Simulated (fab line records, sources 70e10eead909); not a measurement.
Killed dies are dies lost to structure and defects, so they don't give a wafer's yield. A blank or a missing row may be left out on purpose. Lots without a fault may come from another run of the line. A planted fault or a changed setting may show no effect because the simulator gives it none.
A struck lot beside a sound one | flow nand_harc | 15 steps out of a route of 1159
Sound: wafers L665.3, L665.4, L665.6. Struck: wafers L673.1, L673.2. The cause comes at the end.
At each step with rows: each side's tool, then ch and its chambers, then its first start. Under that, the readings that differ: sound wafers | struck wafers | difference of the means | sigmas: that difference in standard deviations of wafers without a fault.
alike: readings whose means differ by less than 2 such deviations, and words and numbers that are the same on both sides. not compared: withheld readings, readings that some wafer has no value for, bounds like >300 that may hide the same value, and numbers for which the record gives no deviation and whose values overlap.
The two part at a step that has a row with sigmas, a row that says differs or no value, or rows on one side only. Numbers that don't overlap but have no deviation are shown without sigmas and don't part them. A reading that every wafer of one side lacks parts them only if that side has two wafers or more.

first, 8 steps without rows for these wafers: NHARC_A_SGD_CUT_COAT_56 (time 75 s); NHARC_A_SGD_CUT_COAT_57 (time 65 s); NHARC_A_SGD_CUT_COAT_03 (resist thk 90 nm); NHARC_A_SGD_CUT_SOFTBAKE_04 (time 55 s); NHARC_A_SGD_CUT_EBR_05; NHARC_A_SGD_CUT_EXPOSE_06 (exposes mask SGD); NHARC_A_SGD_CUT_PEB_07 (peb time 65 s); NHARC_A_SGD_CUT_DEVELOP_08 (develop time 35 s).
NHARC_A_SGD_CUT_CD_MEAS_09: target cd 100 nm.
  sound on cd_sem-01 ch 0, day 15 22:17; struck on cd_sem-01 ch 0, day 17 06:56
  reading    | sound             | struck    | difference | sigmas
  cd_nm (nm) | 100.9 101.1 100.7 | 99.7 99.1 | -1.5       | -3
NHARC_A_SGD_CUT_OVL_MEAS_10:
  sound on overlay-02, day 15 22:22; struck on overlay-01, day 17 07:01
  reading           | sound       | struck    | difference | sigmas
  overlay_y_nm (nm) | 1.3 1.2 1.2 | -0.6 -0.5 | -1.8       | -2
  alike: overlay_x_nm
NHARC_A_SGD_CUT_INSPECT_11:
  sound on defect_inspect-02, day 15 22:24; struck on defect_inspect-01, day 17 07:04
  reading          | sound   | struck | difference | sigmas
  raw_defect_count | 10 6 16 | 29 32  | +20        | +2
NHARC_A_SGD_CUT_DESCUM_14: chemistry O2, time 3 s.
  sound on rie_diel-01 ch 0,1,3, day 15 22:28; struck on rie_diel-05 ch 0,3, day 17 07:08
  reading               | sound             | struck      | difference | sigmas
  oes_product_au (a.u.) | 1.005 1.001 1.013 | 0.989 0.974 | -0.025     | -2
  alike: chamber_pressure_mTorr, drypump_motor_current_A, mfc_ar_sccm, o2_flow_sccm, rf_vpp_V, showerhead_plenum_p_Torr, throttle_valve_pct
  not compared: rf_hours_counter_h
NHARC_A_SGD_CUT_ETCH_58: etches the open film in CF4, target depth 39 nm, time 65 s.
  sound on rie_diel-01 ch 1,3, day 15 22:34; struck on rie_diel-05 ch 1,3, day 17 07:13
  reading               | sound             | struck      | difference | sigmas
  oes_product_au (a.u.) | 0.995 1.004 1.007 | 0.805 0.799 | -0.200     | -17
  alike: chamber_pressure_mTorr, drypump_motor_current_A, mfc_ar_sccm, rf_vpp_V, showerhead_plenum_p_Torr, throttle_valve_pct
  not compared: rf_hours_counter_h
NHARC_A_SGD_CUT_ETCH_59: etches the open film in N2/H2, target depth 260 nm, time 406.25 s.
  sound on rie_diel-01 ch 1,3; struck on rie_diel-05 ch 1,3
  reading               | sound             | struck      | difference | sigmas
  oes_product_au (a.u.) | 1.017 1.002 1.001 | 0.981 0.983 | -0.025     | -2
  alike: chamber_pressure_mTorr, drypump_motor_current_A, h2_flow_sccm, mfc_ar_sccm, rf_vpp_V, showerhead_plenum_p_Torr, throttle_valve_pct
  not compared: rf_hours_counter_h
-- the record jumps here: 6 days lie between the struck wafers' starts before and after (it left off in module A_SGD_CUT and takes up again in module END, whose first step shown is number 1159 of the route) --
NHARC_END_SORT_01:
  sound on prober-02 ch 0, day 22 08:42; struck on prober-02 ch 0, day 23 06:28
  reading         | sound    | struck  | difference | sigmas
  killed_at_array | 22 22 29 | 616 626 | +597       | +71
  killed_dies     | 23 24 33 | 618 628 | +596       | +66
  alike: killed_at_other, killed_at_periphery, killed_open, killed_short

WHERE THEY PART
First at NHARC_A_SGD_CUT_CD_MEAS_09; last, within this record, at NHARC_END_SORT_01.

WHY: what the simulator had put in
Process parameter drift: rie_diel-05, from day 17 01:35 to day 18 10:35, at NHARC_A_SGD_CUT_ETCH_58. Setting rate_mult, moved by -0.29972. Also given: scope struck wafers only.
